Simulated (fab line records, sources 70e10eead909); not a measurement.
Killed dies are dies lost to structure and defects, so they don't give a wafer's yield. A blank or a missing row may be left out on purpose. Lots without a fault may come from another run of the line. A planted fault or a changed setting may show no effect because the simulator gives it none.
fab line records | flow nand_harc
record lots=24 wafers=72 last_day=33
route steps=1302 shown A_ONON_D2@565 A_CHANNEL_HOLE_D2@586 A_CHANNEL_FILL_D2@627 A_STAIRCASE@639
lots that met no fault: from a run of the same line without faults
start_h: hours from the record's first day to the start of the lot's first wafer shown | wait_h: hours since the lot's step before | " the same as in the row above | L1.1+2: a row that stands for several wafers | - no value, or no start given | * or withheld: withheld | < > ~ a bound
route shown NAME@n: a module of which the file shows steps, and the number in the route of the first | usual: mean/standard deviation of fault-free wafers | same: alike in all rows | chamber/n: place in a boat | sites: the reading at each site | _std_site: their standard deviation | _edge_site: outer sites' mean less inner sites' | radius_mm: how far each site lies from the wafer's centre | mask NAME#n: copy n | behind: the tool/chamber that last shaped the wafer | hold: why the lot was held/for how many hours/how that ended | device: the transistor (n, p or np) that didn't switch | end of line: the same wafers' tests at the end of the route | a step without rows: its recipe alone | killed: dies lost to structure and defects at the first sort, not the wafer's yield | map: a wafer's dies, x killed, . not, _ none there
set.NAME: the setting as run; set.NAME@STEP: as run at that earlier step | model.NAME: the simulator's own value behind a step, which no gauge read
steps of the route over a sample of lots; a table a step, a row a wafer
services: from which hour (start_h, from the record's first day; less than 0 if before it) a tool's chamber was out of use, for how many hours, and why
## steps
# step NHARC_A_ONON_D2_THK_MEAS_30
# recipe thk_meas_gauge=ellipsometry
# usual thk_nm=999/8.2
# columns lot.wafer tool chamber start_h wait_h thk_nm
L074.3 film_metro-01 - 281.39 - 1011
L074.4 " - " " 1010
L074.6 " - " " 1012
L075.3 film_metro-02 - 301.07 - 1008
L075.4 " - " " 1008
L075.5 " - " " 1008
L076.4 film_metro-01 - 301.07 - 1004
L076.5 " - " " 1001
L076.6 " - " " 1002
L077.1 film_metro-02 - 317.48 - 1007
L077.2 " - " " 1007
L077.4 " - " " 1007
L078.2 film_metro-02 - 326.34 - 1009
L078.4 " - " " 1008
L078.6 " - " " 1008
L080.1 film_metro-01 - 337.52 - 1007
L080.4 " - " " 1004
L080.5 " - " " 1007
L079.1 film_metro-02 - 337.53 - 990
L079.3 " - " " 989
L079.5 " - " " 989
L081.1 film_metro-02 - 356.38 - 1003
L081.2 " - " " 999
L081.4 " - " " 1001
L082.1 film_metro-01 - 373.19 - 1010
L082.4 " - " " 1009
L082.6 " - " " 1009
L084.1 film_metro-01 - 386.67 - 1009
L084.5 " - " " 1008
L084.6 " - " " 1008
L083.1 film_metro-01 - 386.68 - 993
L083.4 " - " " 990
L083.6 " - " " 990
L086.3 film_metro-02 - 400.77 - 997
L086.4 " - " " 1000
L086.6 " - " " 999
L085.1 film_metro-01 - 400.78 - 994
L085.3 " - " " 995
L085.5 " - " " 993
L087.2 film_metro-01 - 420.66 - 998
L087.4 " - " " 997
L087.6 " - " " 995
L089.2 film_metro-01 - 427.93 - 993
L089.3 " - " " 989
L089.5 " - " " 991
L088.2 film_metro-02 - 427.95 - 1002
L088.5 " - " " 1001
L088.6 " - " " 1003
L090.1 film_metro-02 - 451.60 - 989
L090.2 " - " " 989
L090.6 " - " " 991
L091.2 film_metro-01 - 451.60 - 997
L091.3 " - " " 997
L091.5 " - " " 997
L092.4 film_metro-01 - 468.56 - 993
L092.5 " - " " 994
L092.6 " - " " 993
L093.4 film_metro-02 - 474.65 - 987
L093.5 " - " " 986
L093.6 " - " " 985
L094.1 film_metro-02 - 474.66 - 997
L094.3 " - " " 997
L094.4 " - " " 998
L096.2 film_metro-02 - 497.17 - 1006
L096.5 " - " " 1005
L096.6 " - " " 1006
L095.1 film_metro-02 - 497.31 - 992
L095.2 " - " " 993
L095.6 " - " " 993
L097.1 film_metro-02 - 523.31 - 981
L097.2 " - " " 980
L097.5 " - " " 982
# step NHARC_A_ONON_D2_THK_MEAS_34
# recipe thk_meas_gauge=ellipsometry
# usual thk_nm=200.0/2.7
# columns lot.wafer tool chamber start_h wait_h thk_nm
L074.3 film_metro-01 - 281.86 - 199.0
L074.4 " - " " 198.6
L074.6 " - " " 199.1
L075.3 film_metro-01 - 301.53 - 198.9
L075.4 " - " " 202.7
L075.5 " - " " 204.7
L076.4 film_metro-02 - 301.57 - 201.3
L076.5 " - " " 202.2
L076.6 " - " " 202.4
L077.1 film_metro-01 - 318.08 - 200.2
L077.2 " - " " 199.5
L077.4 " - " " 202.9
L078.2 film_metro-02 - 326.81 - 197.4
L078.4 " - " " 197.6
L078.6 " - " " 196.9
L080.1 film_metro-01 - 338.06 - 197.6
L080.4 " - " " 202.5
L080.5 " - " " 200.0
L079.1 film_metro-01 - 338.33 - 196.6
L079.3 " - " " 198.5
L079.5 " - " " 200.5
L081.1 film_metro-02 - 356.86 - 201.9
L081.2 " - " " 199.4
L081.4 " - " " 202.7
L082.1 film_metro-02 - 373.67 - 198.3
L082.4 " - " " 201.8
L082.6 " - " " 202.2
L084.1 film_metro-01 - 387.14 - 200.0
L084.5 " - " " 199.5
L084.6 " - " " 200.4
L083.1 film_metro-01 - 387.15 - 198.8
L083.4 " - " " 201.9
L083.6 " - " " 200.9
L086.3 film_metro-02 - 401.24 - 200.7
L086.4 " - " " 203.1
L086.6 " - " " 201.1
L085.1 film_metro-02 - 401.25 - 195.8
L085.3 " - " " 199.3
L085.5 " - " " 204.0
L087.2 film_metro-02 - 421.20 - 195.5
L087.4 " - " " 197.1
L087.6 " - " " 202.3
L089.2 film_metro-01 - 428.40 - 196.4
L089.3 " - " " 200.5
L089.5 " - " " 201.1
L088.2 film_metro-02 - 428.42 - 198.4
L088.5 " - " " 198.5
L088.6 " - " " 201.1
L091.2 film_metro-02 - 452.06 - 196.7
L091.3 " - " " 193.4
L091.5 " - " " 198.6
L090.1 film_metro-01 - 452.06 - 202.6
L090.2 " - " " 204.8
L090.6 " - " " 205.0
L092.4 film_metro-02 - 469.03 - 202.5
L092.5 " - " " 205.5
L092.6 " - " " 202.9
L093.4 film_metro-01 - 475.12 - 203.5
L093.5 " - " " 200.2
L093.6 " - " " 200.2
L094.1 film_metro-02 - 475.17 - 194.7
L094.3 " - " " 197.2
L094.4 " - " " 198.5
L096.2 film_metro-02 - 497.73 - 199.2
L096.5 " - " " 202.8
L096.6 " - " " 202.6
L095.1 film_metro-01 - 498.01 - 197.0
L095.2 " - " " 200.4
L095.6 " - " " 203.3
L097.1 film_metro-01 - 523.78 - 197.2
L097.2 " - " " 196.3
L097.5 " - " " 202.7
# step NHARC_A_CHANNEL_HOLE_D2_ETCH_38
# recipe target_depth_a=390 over_etch_frac=0.3 time_s=65 ion_energy_ev=80 cf4_flow_sccm=150 ar_flow_sccm=0 rf_w=300 bias_w=100 chemistry=CF4
# usual drypump_motor_current_A=5.7/0.47 oes_product_au=1.000/0.0075 rf_vpp_V=151.5/1.2 showerhead_plenum_p_Torr=1.78/0.072 throttle_valve_pct=13.284/0.008
# columns lot.wafer tool chamber start_h wait_h drypump_motor_current_A oes_product_au rf_hours_counter_h rf_vpp_V showerhead_plenum_p_Torr throttle_valve_pct
L074.3 rie_diel-06 1 285.02 0.1 5.4 0.980 9.3 153.2 1.81 13.285
L074.4 " 3 " " 5.8 1.003 9.2 149.3 1.73 13.283
L074.6 " 0 " " 6.1 0.996 - 151.9 1.86 13.298
L075.4 rie_diel-03 2 304.60 0.1 6.1 1.010 1.2 152.4 1.86 13.266
L075.3 " 3 " " 4.8 1.004 1.2 152.2 1.87 13.283
L075.5 " 1 " " 5.8 1.001 - 149.2 1.68 13.284
L076.4 rie_diel-01 0 304.76 0.1 5.3 1.012 4.6 149.7 1.68 13.290
L076.5 " 3 " " 5.3 0.999 - 150.8 1.69 13.291
L076.6 " 0 " " 5.3 0.999 - 150.0 1.68 13.287
L077.4 rie_diel-01 1 321.08 0.1 6.6 0.998 5.7 151.0 1.75 13.273
L077.1 " 3 " " 5.3 1.011 4.8 151.4 1.68 13.291
L077.2 " 0 " " 5.3 1.000 5.7 151.0 1.68 13.285
L078.4 rie_diel-03 3 332.84 0.1 4.8 0.997 3.3 152.1 1.87 13.285
L078.2 " 0 " " 5.5 0.982 3.2 153.2 1.82 13.278
L078.6 " 3 " " 4.8 0.994 - 152.8 1.87 13.275
L080.1 rie_diel-06 0 343.82 0.1 6.1 0.985 1.3 153.2 1.86 13.284
L080.4 " 1 " " 5.4 1.000 0.9 153.2 1.81 13.268
L080.5 " 0 " " 6.1 1.003 - 153.7 1.86 13.275
L079.3 rie_diel-01 0 344.84 0.1 5.3 1.000 7.0 148.6 1.68 13.287
L079.1 " 2 " " 5.6 1.000 6.9 152.9 1.85 13.278
L079.5 " 0 " " 5.3 1.000 - 150.1 1.68 13.309
L081.2 rie_diel-01 2 360.74 0.1 5.5 0.999 7.9 150.4 1.85 13.297
L081.1 " 3 " " 5.3 1.010 6.7 150.0 1.68 13.279
L081.4 " 0 " " 5.3 1.007 7.8 150.2 1.68 13.276
L082.4 rie_diel-06 0 379.13 0.1 6.1 0.993 3.5 153.3 1.86 13.286
L082.1 " 2 " " 6.1 0.998 1.7 150.2 1.75 13.291
L082.6 " 3 " " 5.8 0.997 - 151.5 1.73 13.295
L084.1 rie_diel-06 2 390.42 0.1 6.1 0.997 2.6 152.1 1.75 13.269
L084.6 " 3 " " 5.8 1.008 - 150.0 1.73 13.299
L084.5 " 0 " " 6.1 0.996 - 152.8 1.86 13.284
L083.1 rie_diel-03 0 391.67 0.1 5.5 1.005 5.8 152.8 1.82 13.297
L083.6 " 0 " " 5.5 1.001 - 152.5 1.82 13.272
L083.4 " 1 " " 5.7 1.006 - 151.5 1.68 13.285
L085.1 rie_diel-01 0 405.60 0.1 5.3 1.012 1.2 149.9 1.68 13.276
L085.3 " 2 " " 5.6 0.996 1.2 152.4 1.85 13.288
L085.5 " 3 " " 5.3 0.999 - 149.9 1.68 13.278
L086.4 rie_diel-03 3 407.35 0.1 4.8 1.012 7.0 152.9 1.87 13.282
L086.3 " 1 " " 5.8 1.011 7.7 149.6 1.68 13.291
L086.6 " 2 " " 6.0 1.009 - 153.7 1.86 13.275
L087.2 rie_diel-03 3 425.55 0.1 4.8 1.008 8.0 151.9 1.87 13.277
L087.4 " 1 " " 5.8 1.003 8.9 150.2 1.68 13.292
L087.6 " 3 " " 4.7 1.002 - 153.5 1.87 13.293
L089.2 rie_diel-03 2 431.45 0.1 6.0 1.004 8.0 152.9 1.86 13.284
L089.3 " 3 " " 4.7 1.009 8.4 152.3 1.87 13.280
L089.5 " 1 " " 5.8 1.008 - 149.9 1.68 13.276
L088.2 rie_diel-06 1 431.60 0.1 5.4 0.976 6.9 151.2 1.81 13.275
L088.5 " 3 " " 5.7 1.004 - 150.9 1.73 13.279
L088.6 " 0 " " 6.1 0.989 - 152.3 1.86 13.288
L091.2 rie_diel-01 1 455.05 0.1 6.6 1.010 1.3 150.7 1.75 13.277
L091.3 " 3 " " 5.3 1.004 2.6 150.0 1.68 13.277
L091.5 " 0 " " 5.3 1.003 - 150.6 1.68 13.289
L090.1 rie_diel-06 1 456.08 0.1 5.4 0.992 8.0 152.4 1.81 13.293
L090.2 " 2 " " 6.1 0.992 7.4 151.7 1.75 13.285
L090.6 " 0 " " 6.1 0.985 - 151.5 1.86 13.283
L092.4 rie_diel-01 1 472.69 0.1 6.6 0.999 2.5 151.8 1.75 13.290
L092.6 " 0 " " 5.3 1.009 - 150.4 1.68 13.284
L092.5 " 1 " " 6.6 1.007 - 151.4 1.75 13.277
L093.4 rie_diel-03 1 478.19 0.1 5.8 1.009 0.8 150.7 1.68 13.288
L093.6 " 2 " " 6.1 0.993 - 152.6 1.86 13.287
L093.5 " 3 " " 4.8 0.998 - 151.8 1.87 13.291
L094.4 rie_diel-06 2 478.68 0.1 6.1 0.999 10.3 151.3 1.75 13.305
L094.1 " 0 " " 6.2 0.994 10.6 152.3 1.86 13.280
L094.3 " 1 " " 5.4 0.994 9.9 152.2 1.80 13.280
L096.2 rie_diel-06 3 501.53 0.1 5.8 0.997 0.9 151.1 1.72 13.276
L096.5 " 0 " " 6.2 0.992 - 153.4 1.86 13.288
L096.6 " 1 " " 5.4 0.984 - 151.3 1.80 13.296
L095.1 rie_diel-01 0 503.28 0.1 5.3 0.992 5.8 150.3 1.68 13.278
L095.2 " 1 " " 6.6 1.003 3.6 151.1 1.75 13.287
L095.6 " 3 " " 5.2 1.002 - 150.0 1.68 13.270
L097.1 rie_diel-03 1 526.85 0.1 5.7 0.996 2.8 148.7 1.68 13.277
L097.2 " 3 " " 4.8 0.994 3.5 153.3 1.86 13.280
L097.5 " 1 " " 5.8 0.992 - 150.7 1.68 13.288
# step NHARC_A_CHANNEL_HOLE_D2_XSEM_32
# recipe landing_energy_ev=35000
# usual bot_cd_nm=74.7/1.1 bow_nm=8.61/0.29 tilt_deg=0.06/0.048
# columns lot.wafer tool chamber start_h wait_h bot_cd_nm bow_nm tilt_deg
L074.3 xsem-01 0 291.70 0.1 75.3 8.38 0.13
L074.4 " 0 " " 74.7 8.39 0.13
L074.6 " 0 " " 75.1 8.33 0.13
L075.3 xsem-01 0 311.75 0.1 75.2 8.40 0.14
L075.4 " 0 " " 77.3 8.37 0.14
L075.5 " 0 " " 74.9 8.47 0.14
L076.4 xsem-02 0 313.70 0.1 76.2 8.81 0.12
L076.5 " 0 " " 75.3 8.75 0.13
L076.6 " 0 " " 75.0 8.79 0.12
L077.1 xsem-02 0 327.78 0.1 74.5 8.93 0.13
L077.2 " 0 " " 73.9 8.95 0.13
L077.4 " 0 " " 76.0 8.94 0.13
L078.2 xsem-01 0 343.72 0.1 74.0 8.85 0.07
L078.4 " 0 " " 74.3 8.83 0.07
L078.6 " 0 " " 75.1 8.86 0.07
L080.1 xsem-02 0 353.56 0.1 74.5 8.55 0.14
L080.4 " 0 " " 73.1 8.44 0.14
L080.5 " 0 " " 74.9 8.58 0.13
L079.1 xsem-02 0 357.71 0.1 74.7 8.39 0.02
L079.3 " 0 " " 74.7 8.33 0.02
L079.5 " 0 " " 73.6 8.41 0.02
L081.1 xsem-02 0 367.44 0.1 75.0 9.05 0.03
L081.2 " 0 " " 76.4 8.98 0.03
L081.4 " 0 " " 75.9 8.96 0.03
L082.1 xsem-02 0 385.85 0.1 73.7 9.11 0.05
L082.4 " 0 " " 75.6 9.12 0.04
L082.6 " 0 " " 76.5 9.17 0.05
L083.1 xsem-01 0 399.77 0.1 74.5 8.98 0.14
L083.4 " 0 " " 74.7 8.89 0.14
L083.6 " 0 " " 74.0 8.87 0.14
L084.1 xsem-02 0 400.78 0.1 75.2 9.02 0.02
L084.5 " 0 " " 74.4 9.05 0.02
L084.6 " 0 " " 76.4 9.05 0.02
L085.1 xsem-01 0 412.52 0.1 77.1 8.16 0.03
L085.3 " 0 " " 75.7 8.15 0.03
L085.5 " 0 " " 74.9 8.19 0.03
L086.3 xsem-02 0 414.21 0.1 73.2 8.30 0.10
L086.4 " 0 " " 74.3 8.30 0.10
L086.6 " 0 " " 73.1 8.38 0.10
L087.2 xsem-01 0 432.25 0.1 74.4 8.90 0.01
L087.4 " 0 " " 74.5 8.84 0.01
L087.6 " 0 " " 74.0 8.81 0.01
L089.2 xsem-02 0 438.23 0.1 75.0 8.78 0.04
L089.3 " 0 " " 73.1 8.74 0.04
L089.5 " 0 " " 75.4 8.72 0.04
L088.2 xsem-01 0 438.65 0.1 75.9 8.44 0.09
L088.5 " 0 " " 75.2 8.43 0.09
L088.6 " 0 " " 75.2 8.43 0.10
L091.2 xsem-01 0 461.99 0.1 74.7 8.52 0.08
L091.3 " 0 " " 75.2 8.53 0.08
L091.5 " 0 " " 72.4 8.48 0.08
L090.1 xsem-02 0 465.06 0.1 75.6 8.51 0.03
L090.2 " 0 " " 74.9 8.44 0.03
L090.6 " 0 " " 75.3 8.47 0.03
L092.4 xsem-01 0 479.65 0.1 73.5 8.18 0.05
L092.5 " 0 " " 73.3 8.16 0.05
L092.6 " 0 " " 74.0 8.23 0.05
L093.4 xsem-01 0 485.06 0.1 73.7 8.14 0.00
L093.5 " 0 " " 73.1 8.06 0.00
L093.6 " 0 " " 72.4 8.01 0.00
L094.1 xsem-02 0 488.73 0.1 76.7 8.76 0.00
L094.3 " 0 " " 75.0 8.79 0.00
L094.4 " 0 " " 76.0 8.76 0.00
L096.2 xsem-02 0 508.21 0.1 75.8 8.48 0.00
L096.5 " 0 " " 75.2 8.57 0.00
L096.6 " 0 " " 75.2 8.43 0.00
L095.1 xsem-01 0 509.98 0.1 73.5 8.71 0.03
L095.2 " 0 " " 72.0 8.73 0.03
L095.6 " 0 " " 73.0 8.81 0.03
L097.1 xsem-02 0 533.68 0.1 73.2 8.70 0.06
L097.2 " 0 " " 73.9 8.72 0.06
L097.5 " 0 " " 74.5 8.61 0.07
# step NHARC_A_CHANNEL_FILL_D2_ALD_25
# recipe target_thk_a=600 pulse_time_s=10 ald_cycles=600 temp_c=300 material=SiOx
# usual heater_power_w=449/35 precursor_pulse_height_rel=1.000/0.021
# columns lot.wafer tool chamber start_h wait_h heater_power_w precursor_pulse_height_rel
L074.3 ald_hk-02 3 333.08 0.7 453 1.011
L074.4 " 1 334.34 1.9 454 1.015
L074.6 " 2 " " 474 1.020
L075.3 ald_hk-01 3 347.52 0.1 398 0.980
L075.4 " 0 " " 514 0.994
L075.5 " 0 350.56 3.1 508 0.990
L076.4 ald_hk-02 2 348.76 1.3 461 1.003
L076.6 " 0 350.01 2.5 445 0.968
L076.5 " 1 " " 452 0.992
L077.2 ald_hk-01 3 364.63 0.1 403 1.005
L077.1 " 0 " " 508 0.998
L077.4 " 2 366.46 1.9 407 1.048
L078.4 ald_hk-02 1 380.39 0.7 431 1.029
L078.2 " 2 " " 421 0.996
L078.6 " 0 382.21 2.5 442 1.017
L080.1 ald_hk-02 2 393.39 1.3 430 1.022
L080.4 " 3 " " 478 0.974
L080.5 " 0 " " 430 0.986
L079.1 ald_hk-01 2 393.75 1.6 412 1.002
L079.3 " 0 394.99 2.9 512 1.026
L079.5 " 2 396.23 4.1 422 1.018
L081.2 ald_hk-02 0 405.34 0.1 451 1.010
L081.4 " 1 " " 431 0.975
L081.1 " 2 " " 428 1.003
L082.4 ald_hk-01 2 424.63 0.1 423 0.984
L082.1 " 3 " " 393 1.022
L082.6 " 2 427.14 2.6 408 1.018
L084.1 ald_hk-02 2 436.95 1.3 431 0.969
L084.5 " 0 438.17 2.5 457 0.970
L084.6 " 1 " " 437 1.016
L083.4 ald_hk-03 2 436.96 1.3 485 0.988
L083.1 " 3 " " 455 1.019
L083.6 " 1 438.81 3.1 436 0.981
L086.4 ald_hk-03 1 449.87 1.3 416 0.955
L086.3 " 2 " " 479 1.043
L086.6 " 0 451.70 3.1 499 0.968
L085.1 ald_hk-02 3 449.88 1.3 483 0.998
L085.3 " 0 " " 445 1.006
L085.5 " 2 451.72 3.1 432 0.969
L087.4 ald_hk-01 1 468.63 0.1 442 1.022
L087.2 " 0 470.50 1.9 526 0.999
L087.6 " 2 471.74 3.2 412 1.010
L089.2 ald_hk-01 2 476.17 1.3 419 1.002
L089.3 " 3 " " 393 1.016
L089.5 " 0 " " 525 1.003
L088.2 ald_hk-03 2 477.41 2.5 498 0.989
L088.5 " 0 479.89 5.0 522 1.015
L088.6 " 1 481.13 6.3 428 0.974
L091.3 ald_hk-02 3 501.22 0.7 464 0.986
L091.2 " 0 " " 437 0.995
L091.5 " 3 503.69 3.1 486 0.998
L090.1 ald_hk-01 3 506.20 0.1 403 0.980
L090.2 " 1 507.41 1.3 423 0.987
L090.6 " 0 509.23 3.1 495 1.022
L093.4 ald_hk-02 0 521.56 0.7 447 1.022
L093.6 " 0 524.05 3.2 452 0.995
L093.5 " 1 " " 442 0.987
L092.4 ald_hk-03 2 523.49 2.6 490 0.973
L092.5 " 1 525.38 4.5 433 0.999
L092.6 " 2 " " 490 0.974
L094.4 ald_hk-01 0 524.94 4.1 488 1.026
L094.3 " 1 " " 421 0.968
L094.1 " 2 " " 412 0.980
L095.2 ald_hk-03 3 545.44 0.7 461 0.967
L095.1 " 1 546.67 1.9 439 1.004
L095.6 " 2 " " 486 0.990
L096.2 ald_hk-01 1 546.05 1.3 432 1.020
L096.5 " 3 547.27 2.5 419 0.974
L096.6 " 0 " " 496 1.005
L097.1 ald_hk-02 1 570.19 1.3 444 0.960
L097.2 " 2 " " 465 1.015
L097.5 " 0 572.03 3.1 441 1.008
# step NHARC_A_STAIRCASE_DEP_156
# recipe target_thk_a=500 temp_c=400 target_thk_nm=50 flow_sccm=200 rf_w=450 material=SiNx
# usual heater_power_w=682/64
# columns lot.wafer tool chamber start_h wait_h heater_power_w
L074.3 pecvd-01 2 344.42 0.1 601
L074.6 " 0 " " 619
L074.4 " 1 " " 669
L075.3 pecvd-03 1 360.62 0.1 710
L075.5 " 1 " " 736
L075.4 " 2 " " 640
L076.6 pecvd-02 2 360.65 0.1 731
L076.5 " 0 " " 679
L076.4 " 1 " " 753
L077.1 pecvd-01 1 376.80 0.1 628
L077.2 " 2 " " 594
L077.4 " 1 " " 635
L078.2 pecvd-03 2 391.92 0.1 608
L078.4 " 1 " " 690
L078.6 " 2 " " 601
L079.3 pecvd-01 1 404.18 0.1 642
L079.1 " 0 " " 625
L079.5 " 0 " " 631
L080.1 pecvd-03 1 404.34 0.1 698
L080.4 " 1 " " 704
L080.5 " 2 " " 689
L081.2 pecvd-03 2 417.82 0.5 668
L081.1 " 0 " " 728
L081.4 " 0 " " 717
L082.1 pecvd-02 0 436.72 0.1 670
L082.6 " 0 " " 687
L082.4 " 1 " " 676
L084.1 pecvd-03 1 447.92 0.1 708
L084.6 " 0 " " 751
L084.5 " 2 " " 693
L083.1 pecvd-02 1 448.01 0.1 761
L083.6 " 0 " " 641
L083.4 " 1 " " 780
L085.1 pecvd-02 1 460.68 0.2 782
L085.3 " 2 " " 645
L085.5 " 2 " " 661
L086.3 pecvd-03 2 460.71 0.2 612
L086.6 " 1 " " 697
L086.4 " 2 " " 614
L087.2 pecvd-01 1 480.69 0.1 598
L087.4 " 1 " " 602
L087.6 " 2 " " 578
L089.3 pecvd-02 2 486.86 0.1 760
L089.2 " 1 " " 654
L089.5 " 2 " " 765
L088.2 pecvd-02 2 490.66 0.1 716
L088.6 " 0 " " 687
L088.5 " 1 " " 780
L091.3 pecvd-01 0 512.59 0.1 674
L091.2 " 1 " " 649
L091.5 " 1 " " 630
L090.1 pecvd-02 1 518.33 0.1 659
L090.2 " 0 " " 600
L090.6 " 2 " " 728
L093.6 pecvd-02 1 533.73 0.2 755
L093.4 " 2 " " 794
L093.5 " 0 " " 661
L092.4 pecvd-02 1 534.03 0.2 791
L092.5 " 2 " " 705
L092.6 " 0 " " 652
L094.1 pecvd-03 0 536.58 0.1 688
L094.3 " 2 " " 641
L094.4 " 0 " " 702
L096.2 pecvd-02 0 556.78 0.1 686
L096.6 " 0 " " 710
L096.5 " 2 " " 772
L095.1 pecvd-01 2 556.95 0.1 581
L095.2 " 1 " " 588
L095.6 " 2 " " 584
L097.1 pecvd-03 0 580.90 0.1 785
L097.2 " 1 " " 751
L097.5 " 0 " " 782
## services
# columns tool chamber start_h hours kind
rie_diel-03 - 281.30 9.0 pm
rie_diel-01 3 282.49 8.5 repair
rie_diel-06 - 307.20 9.0 pm
pecvd-02 0 316.03 2.9 repair
rie_diel-03 3 317.44 2.6 repair
rie_diel-01 2 334.59 3.0 repair
rie_diel-06 2 353.96 16.4 repair
ald_hk-02 - 357.14 10.0 pm
pecvd-03 - 366.61 13.0 pm
rie_diel-01 1 367.71 3.8 repair
xsem-01 - 374.00 14.0 pm
rie_diel-01 - 380.80 9.0 pm
rie_diel-03 2 386.92 7.0 repair
ald_hk-01 - 390.34 1.4 repair
pecvd-02 1 397.50 6.1 repair
rie_diel-01 3 406.72 19.4 repair
pecvd-02 - 408.00 13.0 pm
rie_diel-03 3 408.69 1.3 repair
rie_diel-06 3 409.48 5.1 repair
rie_diel-01 2 415.64 6.9 repair
rie_diel-01 2 445.53 11.1 repair
pecvd-02 1 464.95 13.5 repair
ald_hk-02 - 526.95 2.3 repair
ald_hk-02 - 535.14 10.0 pm
## key
fault none
